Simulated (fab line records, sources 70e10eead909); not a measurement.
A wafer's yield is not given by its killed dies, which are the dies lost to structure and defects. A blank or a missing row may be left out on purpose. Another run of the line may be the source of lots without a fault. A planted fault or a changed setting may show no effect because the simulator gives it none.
fab line records	flow nand-harc
record: lots: 6	wafers: 18	last-day: 32
route steps=1302 shown A_STAIRCASE@837 END@1302
lots untouched by any fault: they come from a run of this same line in which no faults occurred
start-h: the number of hours between the record's first day and the start of the first shown wafer of the lot	wait-h: hours since the lot's step before	" identical to the entry in the row above	L1.1+2: several wafers, shown together as one row	- no value, or no start given	* or withheld: withheld	< > ~ a bound
route shown NAME@n: NAME is a module with steps in the file, n the number in the route of the first one	usual: mean/standard deviation taken from wafers without a fault	same: alike in all rows	chamber/n: place in a boat	sites: per-site readings	_std_site: standard deviation across them	_edge_site: inner sites' mean taken away from outer sites' mean	radius-mm: for every site, how far away it sits from the centre of the wafer	mask NAME#n: copy n	behind: the most recent tool/chamber to have shaped the wafer	hold: reason for holding the lot/hours on hold/outcome of the hold	device: which transistor (n, p or np) failed to switch	end of line: the route-end tests of the same wafers	where a step has no rows: the recipe by itself	killed: not the wafer's yield, but the dies lost to structure and defects at the first sort	map: shows each die of a wafer: x if killed, . if not, _ if none is there
set.NAME: the run value of the setting; set.NAME@STEP: its run value at that earlier step	model.NAME: the simulator's own value behind a step, which no gauge read
lots at selected steps of the route; one table per step, one row per wafer
services: a tool's chamber out of use, with start hour (start-h, from the record's first day; less than 0 if before it), hours out, and reason
== steps ==
step: NHARC_A_STAIRCASE_STRIP_317
recipe: time-s: 900	temp-c: 130	chemistry: SPM
step: NHARC_A_STAIRCASE_PRECLEAN_318
recipe: time-s: *	temp-c: 50	bath-age-min: 0	chemistry: SC1
step: NHARC_A_STAIRCASE_SRD_329
step: NHARC_A_STAIRCASE_ALD_415
recipe: target-thk-a: 300	pulse-time-s: 6	ald-cycles: 300	temp-c: 300	material: SiO2
usual: heater-power-w: 471/51	precursor-pulse-height-rel: 1.001/0.019
lot.wafer	tool	chamber	start-h	wait-h	heater-power-w	precursor-pulse-height-rel
L245.2	ald-hk-02	2	393.15	0.5	380	1.027
L245.4	"	3	"	"	493	0.981
L245.5	"	1	"	"	487	0.987
L246.1	ald-hk-01	0	406.34	0.8	487	0.997
L246.6	"	1	"	"	465	1.001
L246.5	"	2	"	"	600	1.039
L248.2	ald-hk-01	0	427.76	0.1	473	1.021
L248.1	"	1	"	"	475	0.990
L248.3	"	3	"	"	455	0.996
L249.4	ald-hk-02	0	429.44	0.1	436	0.977
L249.1	"	1	"	"	478	1.019
L249.3	"	2	"	"	372	0.967
L259.4	ald-hk-02	3	526.41	0.1	494	1.003
L259.1	"	0	"	"	454	1.009
L259.2	"	1	"	"	478	0.993
L264.2	ald-hk-02	3	589.15	0.4	463	0.997
L264.3	"	2	"	"	388	0.992
L264.5	"	0	"	"	465	0.994
step: NHARC_A_STAIRCASE_ETCHBACK_416
recipe: target-depth-a: 360	time-s: 7.2	c4f8-flow-sccm: withheld	o2-flow-sccm: 8	ar-flow-sccm: withheld	rf-w: 600	bias-w: 800	chemistry: C4F8/O2/Ar
step: NHARC_A_STAIRCASE_STRIP_476
recipe: time-s: 20	o2-flow-sccm: 500	ar-flow-sccm: 0	bias-w: 0	chemistry: O2
usual: drypump-motor-current-A: 5.6/0.44	oes-product-au: 1.004/0.0071	rf-vpp-V: 57.8/0.91	showerhead-plenum-p-Torr: 3.55/0.13	throttle-valve-pct: 17.035/0.0092
same: bias-w: 0
lot.wafer	tool	chamber	start-h	wait-h	drypump-motor-current-A	oes-product-au	rf-hours-counter-h	rf-vpp-V	showerhead-plenum-p-Torr	throttle-valve-pct
L245.2	rie-diel-10	0	395.44	0.6	5.0	1.006	44	56.4	3.56	17.022
L245.4	"	1	"	"	6.4	1.006	47	59.7	3.61	17.038
L245.5	"	3	"	"	5.9	0.995	-	56.9	3.42	17.028
L246.1	rie-diel-01	1	407.87	0.1	6.1	1.002	5	59.1	3.74	17.030
L246.5	"	2	"	"	5.5	1.007	-	58.9	3.56	17.038
L246.6	"	3	"	"	5.9	1.011	-	58.2	3.59	17.044
L248.1	rie-diel-01	0	429.92	0.1	5.5	1.006	12	58.6	3.58	17.053
L248.3	"	1	"	"	6.2	1.002	13	58.1	3.74	17.041
L248.2	"	2	"	"	5.5	1.004	14	58.6	3.55	17.036
L249.1	rie-diel-01	1	431.61	0.1	6.1	0.998	13	57.7	3.74	17.053
L249.3	"	3	"	"	5.9	1.008	14	59.2	3.58	17.035
L249.4	"	0	"	"	5.5	1.006	12	58.6	3.58	17.025
L259.2	rie-diel-01	3	528.58	0.1	5.9	1.001	46	57.3	3.57	17.030
L259.4	"	0	"	"	5.5	1.005	43	56.2	3.57	17.036
L259.1	"	1	"	"	6.1	1.005	46	58.7	3.72	17.050
L264.3	rie-diel-10	3	591.33	0.1	5.9	1.002	60	58.9	3.38	17.041
L264.2	"	0	"	"	5.0	1.006	52	57.9	3.53	17.019
L264.5	"	1	"	"	6.4	1.011	-	58.8	3.57	17.029
step: NHARC_A_STAIRCASE_DEP_417
recipe: target-thk-a: 600	step-coverage-pct: 20	temp-c: 400	target-thk-nm: 60	flow-sccm: 200	rf-w: 450	material: Si3N4
step: NHARC_A_STAIRCASE_WET_418
recipe: temp-c: 160	target-depth-a: 200	chemistry: H3PO4
step: NHARC_A_STAIRCASE_PRECLEAN_419
recipe: time-s: *	temp-c: 50	bath-age-min: 0	chemistry: SC1
step: NHARC_A_STAIRCASE_SRD_421
step: NHARC_A_STAIRCASE_ALD_420
recipe: target-thk-a: 200	pulse-time-s: 6	ald-cycles: 200	temp-c: 300	material: SiO2
usual: heater-power-w: 476/52	precursor-pulse-height-rel: 1.003/0.019
lot.wafer	tool	chamber	start-h	wait-h	heater-power-w	precursor-pulse-height-rel
L245.4	ald-hk-01	1	398.71	-	467	1.019
L245.2	"	2	"	"	577	1.010
L245.5	"	0	"	"	479	0.993
L246.1	ald-hk-02	2	411.00	-	379	0.994
L246.5	"	0	"	"	458	1.012
L246.6	"	1	"	"	481	0.987
L248.2	ald-hk-02	3	433.93	-	500	0.990
L248.3	"	0	"	"	439	0.989
L248.1	"	1	"	"	471	1.019
L249.3	ald-hk-02	0	435.26	-	451	0.987
L249.1	"	1	"	"	483	1.004
L249.4	"	2	"	"	375	0.998
L259.2	ald-hk-03	0	531.38	-	498	0.964
L259.1	"	1	"	"	499	0.994
L259.4	"	2	"	"	487	1.026
L264.2	ald-hk-03	0	593.38	-	536	1.020
L264.3	"	1	"	"	486	0.981
L264.5	"	3	"	"	561	1.024
step: NHARC_A_STAIRCASE_CVD_552
recipe: target-thk-a: 400	temp-c: 700	pressure-mtorr: 300	material: SiNx
usual: pressure-mtorr: 300.0/0.55
lot.wafer	tool	chamber	start-h	wait-h	pressure-mtorr
L245.2	lpcvd-01	1	404.84	-	301.5
L245.4	"	1	"	"	300.7
L245.5	"	1	"	"	301.4
L246.1	lpcvd-02	1	415.26	-	299.8
L246.5	"	1	"	"	300.0
L246.6	"	1	"	"	300.3
L248.1	lpcvd-01	1	438.47	-	299.1
L248.2	"	1	"	"	300.2
L248.3	"	1	"	"	300.1
L249.1	lpcvd-01	1	438.47	-	300.5
L249.3	"	1	"	"	300.5
L249.4	"	1	"	"	300.0
L259.1	lpcvd-01	0	536.81	4.8	299.5
L259.2	"	0	"	"	299.9
L259.4	"	0	"	"	299.2
L264.2	lpcvd-02	1	597.76	-	300.1
L264.3	"	1	"	"	300.3
L264.5	"	1	"	"	300.1
step: NHARC_A_STAIRCASE_DEP_151
recipe: target-thk-a: 72000	temp-c: 400	target-thk-nm: 7200	teos-flow-sccm: 200	rf-w: 500	material: SiO2
step: NHARC_A_STAIRCASE_ANNEAL_320
recipe: temp-c: 750	time-s: 1800
step: NHARC_A_STAIRCASE_DEP_322
recipe: target-thk-a: 72000	temp-c: 400	target-thk-nm: 7200	teos-flow-sccm: 200	rf-w: 500	material: SiO2
step: NHARC_A_STAIRCASE_ANNEAL_323
recipe: temp-c: 750	time-s: 1800
step: NHARC_A_STAIRCASE_DEP_325
recipe: target-thk-a: 72000	temp-c: 400	target-thk-nm: 7200	teos-flow-sccm: 200	rf-w: 500	material: SiO2
usual: heater-power-w: 652/130
lot.wafer	tool	chamber	start-h	wait-h	heater-power-w
L245.2	pecvd-04	2	425.70	0.1	601
L245.5	"	2	"	"	494
L245.4	"	0	"	"	618
L246.1	pecvd-04	0	438.10	0.3	716
L246.5	"	2	"	"	480
L246.6	"	0	"	"	623
L249.3	pecvd-02	2	458.49	0.2	710
L249.1	"	0	"	"	964
L249.4	"	0	"	"	872
L248.1	pecvd-01	2	458.50	0.2	553
L248.2	"	0	"	"	656
L248.3	"	1	"	"	689
L259.2	pecvd-01	0	559.05	0.1	648
L259.1	"	1	"	"	765
L259.4	"	1	"	"	632
L264.3	pecvd-04	2	617.02	0.1	573
L264.2	"	0	"	"	749
L264.5	"	0	"	"	648
step: NHARC_A_STAIRCASE_ANNEAL_326
recipe: temp-c: 750	time-s: 1800
step: NHARC_A_STAIRCASE_DEHYDRATE_433
recipe: temp-c: 150	time-s: 120
step: NHARC_A_STAIRCASE_HMDS_434
recipe: time-s: 30
step: NHARC_A_STAIRCASE_COAT_435
recipe: spin-rpm: 1200
step: NHARC_A_STAIRCASE_SOFTBAKE_436
recipe: temp-c: 135	time-s: 170
step: NHARC_A_STAIRCASE_EBR_437
step: NHARC_A_STAIRCASE_EXPOSE_438
recipe: na: 0.5	dose-mj: 28.97	mask-id: STAIR_REV
step: NHARC_A_STAIRCASE_PEB_439
recipe: peb-temp-c: 115	peb-time-s: 130
step: NHARC_A_STAIRCASE_DEVELOP_440
recipe: time-s: 140
step: NHARC_A_STAIRCASE_HARDBAKE_442
recipe: temp-c: 120	time-s: 140
step: NHARC_A_STAIRCASE_DESCUM_443
recipe: time-s: 3	o2-flow-sccm: 200	ar-flow-sccm: 0	bias-power-w: 0	chemistry: O2
step: NHARC_A_STAIRCASE_ETCH_444
recipe: target-depth-a: 2.04e+05	time-s: 6800	c4f8-flow-sccm: 20	o2-flow-sccm: 10	ar-flow-sccm: withheld	rf-w: 600	bias-w: 1000	chemistry: C4F8/O2
step: NHARC_A_STAIRCASE_STRIP_446
recipe: power-w: 1500	temp-c: 250	chemistry: O2
step: NHARC_A_STAIRCASE_STRIP_447
recipe: time-s: 900	temp-c: 130	chemistry: SPM
step: NHARC_A_STAIRCASE_PRECLEAN_448
recipe: time-s: *	temp-c: 50	bath-age-min: 0	chemistry: SC1
step: NHARC_A_STAIRCASE_SRD_449
step: NHARC_A_STAIRCASE_CMP_450
recipe: target-thk-nm: 200	material: SiO2
step: NHARC_A_STAIRCASE_CMP_152
usual: motor-current-A: 12.4/0.79	slurry-flow-ml-min: 150.0/0.49
lot.wafer	tool	chamber	start-h	wait-h	motor-current-A	slurry-flow-ml-min
L245.2	cmp-01	0	440.86	0.1	12.8	150.4
L245.4	"	1	"	"	13.4	150.1
L245.5	"	0	"	"	12.3	149.6
L246.1	cmp-04	0	453.58	0.1	11.6	150.6
L246.6	"	2	"	"	12.5	150.7
L246.5	"	3	"	"	14.5	150.7
L249.3	cmp-02	3	471.90	0.1	12.6	150.2
L249.1	"	0	"	"	11.6	150.0
L249.4	"	1	"	"	12.0	150.0
L248.2	cmp-01	2	472.31	0.1	12.6	150.2
L248.1	"	3	"	"	11.7	150.8
L248.3	"	0	"	"	12.0	149.4
L259.2	cmp-02	1	573.39	0.1	12.0	150.1
L259.1	"	2	"	"	13.0	150.2
L259.4	"	3	"	"	11.6	150.3
L264.3	cmp-01	2	631.70	0.1	12.4	149.1
L264.2	"	3	"	"	11.7	149.7
L264.5	"	0	"	"	12.2	149.8
step: NHARC_END_SORT_01
recipe: temp-c: 25
usual: killed-at-array: 46/15	killed-at-other: 0.8/1.1	killed-at-periphery: 4.0/2.9	killed-dies: 50/15	killed-open: 3.2/1.8	killed-short: 2.3/1.6
same: gross-dies: 677
lot.wafer	tool	chamber	start-h	wait-h	killed-at-array	killed-at-other	killed-at-periphery	killed-dies	killed-open	killed-short
L248.1	prober-01	0	593.07	2.5	674	2	1	677	4	2
L248.2	prober-01	0	593.89	2.8	671	1	5	677	1	3
L248.3	prober-01	0	594.70	3.1	669	3	5	677	1	2
L249.1	prober-02	0	601.61	2.5	666	3	8	677	7	4
L249.3	prober-02	0	603.23	3.1	673	0	4	677	10	5
L249.4	prober-02	0	604.04	3.4	674	1	2	677	4	4
killed by level:class
L248.1 A_STAIRCASE:area-cvd=633 A_CHANNEL_HOLE_D2:chamber-film-flake=24 A_CHANNEL_HOLE_D1:chamber-film-flake=4 A_STAIRCASE:chamber-film-flake=3 A_CHANNEL_FILL_D2:chamber-film-flake=2 THIN_TSV:chamber-film-flake=2 P_GATE:geometric-particle:open=1 A_ONON_D1:geometric-particle:open=1
L248.2 A_STAIRCASE:area-cvd=640 A_CHANNEL_HOLE_D2:chamber-film-flake=17 P_GATE:chamber-film-flake=3 A_STAIRCASE:chamber-film-flake=3 A_CHANNEL_FILL_D2:geometric-particle:short=2 A_CHANNEL_FILL_D2:chamber-film-flake=2 A_ONON_D1:geometric-particle:short=1 A_CHANNEL_HOLE_D1:geometric-particle:open=1
L248.3 A_STAIRCASE:area-cvd=636 A_CHANNEL_HOLE_D2:chamber-film-flake=17 A_STAIRCASE:chamber-film-flake=4 P_ZERO_WELL:chamber-film-flake=3 A_CHANNEL_HOLE_D1:chamber-film-flake=3 A_CHANNEL_FILL_D2:chamber-film-flake=2 THIN_TSV:chamber-film-flake=2 A_CHANNEL_FILL_D2:geometric-particle:short=1
L249.1 A_STAIRCASE:area-cvd=609 A_SLIT:chamber-film-flake=24 A_CHANNEL_HOLE_D2:chamber-film-flake=13 A_CHANNEL_HOLE_D1:chamber-film-flake=10 P_M1:chamber-film-flake=3 THIN_TSV:chamber-film-flake=3 A_ONON_D1:geometric-particle:open=2 A_CHANNEL_FILL_D1:chamber-film-flake=2
L249.3 A_STAIRCASE:area-cvd=595 A_SLIT:chamber-film-flake=21 A_CHANNEL_HOLE_D2:chamber-film-flake=20 A_CHANNEL_HOLE_D1:chamber-film-flake=18 A_CONTACT:chamber-film-flake=5 A_ONON_D1:geometric-particle:open=2 A_CHANNEL_FILL_D2:geometric-particle:open=2 A_BLC:geometric-particle:open=2
L249.4 A_STAIRCASE:area-cvd=626 A_SLIT:chamber-film-flake=15 A_CHANNEL_HOLE_D2:chamber-film-flake=9 A_CHANNEL_HOLE_D1:chamber-film-flake=7 A_CONTACT:chamber-film-flake=6 A_ONON_D2:geometric-particle:open=3 A_STAIRCASE:chamber-film-flake=3 P_M2:geometric-particle:open=1
map L248.1 (x killed, . not)
____________x____________
_________xxxxxxx_________
_______xxxxxxxxxxx_______
______xxxxxxxxxxxxx______
_____xxxxxxxxxxxxxxx_____
____xxxxxxxxxxxxxxxxx____
____xxxxxxxxxxxxxxxxx____
___xxxxxxxxxxxxxxxxxxx___
___xxxxxxxxxxxxxxxxxxx___
__xxxxxxxxxxxxxxxxxxxxx__
__xxxxxxxxxxxxxxxxxxxxx__
_xxxxxxxxxxxxxxxxxxxxxxx_
_xxxxxxxxxxxxxxxxxxxxxxx_
_xxxxxxxxxxxxxxxxxxxxxxx_
_xxxxxxxxxxxxxxxxxxxxxxx_
_xxxxxxxxxxxxxxxxxxxxxxx_
xxxxxxxxxxxxxxxxxxxxxxxxx
xxxxxxxxxxxxxxxxxxxxxxxxx
xxxxxxxxxxxxxxxxxxxxxxxxx
xxxxxxxxxxxxxxxxxxxxxxxxx
xxxxxxxxxxxxxxxxxxxxxxxxx
_xxxxxxxxxxxxxxxxxxxxxxx_
_xxxxxxxxxxxxxxxxxxxxxxx_
_xxxxxxxxxxxxxxxxxxxxxxx_
_xxxxxxxxxxxxxxxxxxxxxxx_
_xxxxxxxxxxxxxxxxxxxxxxx_
__xxxxxxxxxxxxxxxxxxxxx__
__xxxxxxxxxxxxxxxxxxxxx__
___xxxxxxxxxxxxxxxxxxx___
___xxxxxxxxxxxxxxxxxxx___
____xxxxxxxxxxxxxxxxx____
____xxxxxxxxxxxxxxxxx____
_____xxxxxxxxxxxxxxx_____
______xxxxxxxxxxxxx______
_______xxxxxxxxxxx_______
_________xxxxxxx_________
____________x____________
map L249.1 (x killed, . not)
____________x____________
_________xxxxxxx_________
_______xxxxxxxxxxx_______
______xxxxxxxxxxxxx______
_____xxxxxxxxxxxxxxx_____
____xxxxxxxxxxxxxxxxx____
____xxxxxxxxxxxxxxxxx____
___xxxxxxxxxxxxxxxxxxx___
___xxxxxxxxxxxxxxxxxxx___
__xxxxxxxxxxxxxxxxxxxxx__
__xxxxxxxxxxxxxxxxxxxxx__
_xxxxxxxxxxxxxxxxxxxxxxx_
_xxxxxxxxxxxxxxxxxxxxxxx_
_xxxxxxxxxxxxxxxxxxxxxxx_
_xxxxxxxxxxxxxxxxxxxxxxx_
_xxxxxxxxxxxxxxxxxxxxxxx_
xxxxxxxxxxxxxxxxxxxxxxxxx
xxxxxxxxxxxxxxxxxxxxxxxxx
xxxxxxxxxxxxxxxxxxxxxxxxx
xxxxxxxxxxxxxxxxxxxxxxxxx
xxxxxxxxxxxxxxxxxxxxxxxxx
_xxxxxxxxxxxxxxxxxxxxxxx_
_xxxxxxxxxxxxxxxxxxxxxxx_
_xxxxxxxxxxxxxxxxxxxxxxx_
_xxxxxxxxxxxxxxxxxxxxxxx_
_xxxxxxxxxxxxxxxxxxxxxxx_
__xxxxxxxxxxxxxxxxxxxxx__
__xxxxxxxxxxxxxxxxxxxxx__
___xxxxxxxxxxxxxxxxxxx___
___xxxxxxxxxxxxxxxxxxx___
____xxxxxxxxxxxxxxxxx____
____xxxxxxxxxxxxxxxxx____
_____xxxxxxxxxxxxxxx_____
______xxxxxxxxxxxxx______
_______xxxxxxxxxxx_______
_________xxxxxxx_________
____________x____________
== services ==
tool	chamber	start-h	hours	kind
rie-diel-10	1	374.92	1.3	repair
rie-diel-10	2	379.05	2.2	repair
cmp-01	-	381.82	4.0	pm
lpcvd-02	-	387.30	26.0	pm
rie-diel-10	-	419.66	9.0	pm
rie-diel-01	-	427.65	0.6	repair
cmp-02	-	428.61	4.0	pm
pecvd-04	2	439.12	7.7	repair
cmp-02	-	442.50	4.5	repair
pecvd-04	0	443.00	4.2	repair
pecvd-04	-	450.48	13.0	pm
ald-hk-01	-	477.54	10.0	pm
cmp-01	-	479.82	4.0	pm
pecvd-01	-	492.56	2.3	repair
pecvd-01	-	498.23	13.0	pm
cmp-01	-	505.42	2.6	repair
cmp-02	-	517.22	0.2	repair
ald-hk-02	-	531.35	10.0	pm
cmp-01	-	536.49	1.5	repair
cmp-01	-	549.24	1.0	repair
ald-hk-02	-	554.60	1.1	repair
rie-diel-01	-	558.64	9.0	pm
cmp-01	-	577.95	4.0	pm
pecvd-04	-	631.48	13.0	pm
== key ==
first-sign: step: NHARC_END_SORT_01	reading: killed-at-array	direction: up	sigmas: 41	usual: 46	struck: 671
effect: step: NHARC_END_SORT_01	reading: killed-dies	direction: up	sigmas: 41	usual: 50	struck: 677
more-kills-born-at: NHARC_A_STAIRCASE_CVD_552@lpcvd-01: 3739
met-at NHARC_A_STAIRCASE_CVD_552
struck-wafers L248.1,L248.2,L248.3,L249.1,L249.3,L249.4
later-rows-left-out L248.1,L248.2,L248.3,L249.1,L249.3,L249.4
tester-left-out L248,L249
onset-between 404.84 438.47
also-fits NHARC_A_STAIRCASE_ALD_420:ald-hk-02
fault: kind: process-parameter-drift	tool: lpcvd-01	chamber: -	onset-h: 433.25	steps: NHARC_A_STAIRCASE_CVD_552	channel: target-thk-a	offset: *	shape: step	end-h: 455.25	acts-in: *	stated: *
tester-left-out: of these lots the tester's yield and bins aren't shown, on N5 and GAA mostly nor the transistor test; their killed dies are dies lost to structure and defects alone, not to doping, threshold or leakage, so they don't give the yield
later-rows-left-out: the simulator's readings of these wafers behind a module that went badly wrong aren't trusted and aren't shown, but for the sort
